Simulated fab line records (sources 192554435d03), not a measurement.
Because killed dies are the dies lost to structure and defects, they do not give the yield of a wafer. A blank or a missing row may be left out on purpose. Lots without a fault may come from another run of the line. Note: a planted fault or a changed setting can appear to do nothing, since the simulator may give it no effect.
A lot that was struck, set against a sound lot :: flow n5-finfet :: 24 out of 1938 route steps
Sound: the wafers L204.2, L204.4, L204.5. Wafers struck: L208.2, L208.3, L208.6. The cause comes at the end.
Each step with rows lists, per side, the tool, then ch with its chambers, then its first start. Under that, the readings that differ: sound wafers :: struck wafers :: difference of the means :: sigmas: that difference in standard deviations of wafers without a fault.
alike: same words and numbers on both sides, and readings whose means sit less than 2 such deviations apart. not compared: any withheld reading, any reading some wafer has no value for, any bound like >300 that may hide the same value, and any number with overlapping values for which the record gives no deviation.
A row with sigmas, a row that says differs or no value, or rows on one side alone: a step with any of these is where the two part. When numbers do not overlap yet have no deviation, they are printed without sigmas and do not part them. A reading that every wafer of one side lacks parts them only if that side has two wafers or more.

first, 10 steps without rows for these wafers: N5_BEOL_M5_DESCUM_16 (chemistry O2, time 7 s); N5_BEOL_M5_ETCH_72 (etches underlayer in N2/H2, target depth 6.5 nm, time 5.2 s); N5_BEOL_M5_ETCH_61 (etches SiARC in CF4, target depth 15.6 nm, time 26 s); N5_BEOL_M5_ETCH_62 (etches SOC in N2/H2, target depth 75 nm, overetch 15 nm, time 112.5 s); N5_BEOL_M5_STRIP_63 (strips in N2/H2); N5_BEOL_M5_STRIP_73 (strips in N2/H2); N5_BEOL_M5_STRIP_64 (strips in CF4); N5_BEOL_M5_HM_OPEN_17 (chemistry Cl2/BCl3, target TiN, target depth 20 nm, overetch 6 nm); N5_BEOL_M5_STRIP_19 (strips in O2); N5_BEOL_M5_COAT_65 (time 60 s, resist thk 60 nm).
N5_BEOL_M5_COAT_66: time 60 s, resist thk 12 nm.
  sound on litho-track-03 ch 0, day 9 03:23; struck on litho-track-03 ch 0, day 10 07:46
reading: spin-speed-rpm (rpm)
sound: 1498.5 1499.6 1499.3
struck: 1425.4 1425.8 1424.3
difference: -74.0
sigmas: -74
then, 9 steps without rows for these wafers: N5_BEOL_M5_COAT_74 (time 60 s, resist thk 5 nm); N5_BEOL_M5_COAT_22 (resist thk 30 nm); N5_BEOL_M5_EBR_24; N5_BEOL_M5_SOFTBAKE_23 (time 60 s); N5_BEOL_M5_EXPOSE_25 (exposes mask V4, defocus 10 nm); N5_BEOL_M5_PEB_26 (peb time 60 s); N5_BEOL_M5_DEVELOP_27 (develop time 30 s); N5_BEOL_M5_DESCUM_33 (chemistry O2, time 7 s); N5_BEOL_M5_ETCH_75 (etches underlayer in N2/H2, target depth 6.5 nm, time 5.2 s).
N5_BEOL_M5_ETCH_67: etches SiARC in CF4, target depth 15.6 nm, time 26 s.
  sound on rie-diel-05 ch 1,3, day 9 03:50; struck on rie-diel-06 ch 0,2, day 10 08:25
reading: etch-rf-on-time-s (s)
sound: 25.7 26.0 26.0
struck: 27.3 26.4 26.4
difference: +0.8
sigmas: +2

reading: model.etch.depth-nm (nm)
sound: 12.01 12.01 12
struck: 12.27 12.32 12.26
difference: +0.28
sigmas: 
  alike: drypump-motor-current-A, oes-product-au, rf-vpp-V, showerhead-plenum-p-Torr, throttle-valve-pct
  not compared: rf-hours-counter-h
N5_BEOL_M5_ETCH_68: etches SOC in N2/H2, target depth 80 nm, overetch 16 nm, time 120 s.
  sound on rie-diel-05 ch 1,3, day 9 03:52; struck on rie-diel-06 ch 0,2, day 10 08:26
reading: model.SiARC_of_BEOL_M5_COAT_66.thk-nm (nm)
sound: 6.4 6.6 6.4
struck: 6.8 6.8 6.8
difference: +0.3
sigmas: 
  alike: drypump-motor-current-A, h2-flow-sccm, oes-product-au, rf-vpp-V, showerhead-plenum-p-Torr, throttle-valve-pct
  not compared: rf-hours-counter-h
then, 1 step without rows for these wafers: N5_BEOL_M5_STRIP_69 (strips in N2/H2).
-- the record jumps here: 4 days lie between the struck wafers' starts before and after (it left off in module BEOL_M5 and takes up again in module PASSIVATION, whose first step shown is number 1936 of the route) --
N5_PASSIVATION_PROBE_49:
  sound on prober-01 at day 13 02:37; struck on prober-01 at day 14 10:00
reading: killed-short
sound: 36 46 56
struck: 34 33 29
difference: -14
sigmas: -2
  alike: defect-limited-yield, killed_at_M0_to_M3, killed_at_M4_up, killed-at-contacts, killed-at-front-end, killed-at-other, killed-dies, killed-open, sort_bin_5_function, sort_bin_6_memory, sort-n-pass, sort-yield-pct

WHERE THEY PART
First at N5_BEOL_M5_COAT_66; last, within this record, at N5_PASSIVATION_PROBE_49.

WHY: whatever the simulator had introduced
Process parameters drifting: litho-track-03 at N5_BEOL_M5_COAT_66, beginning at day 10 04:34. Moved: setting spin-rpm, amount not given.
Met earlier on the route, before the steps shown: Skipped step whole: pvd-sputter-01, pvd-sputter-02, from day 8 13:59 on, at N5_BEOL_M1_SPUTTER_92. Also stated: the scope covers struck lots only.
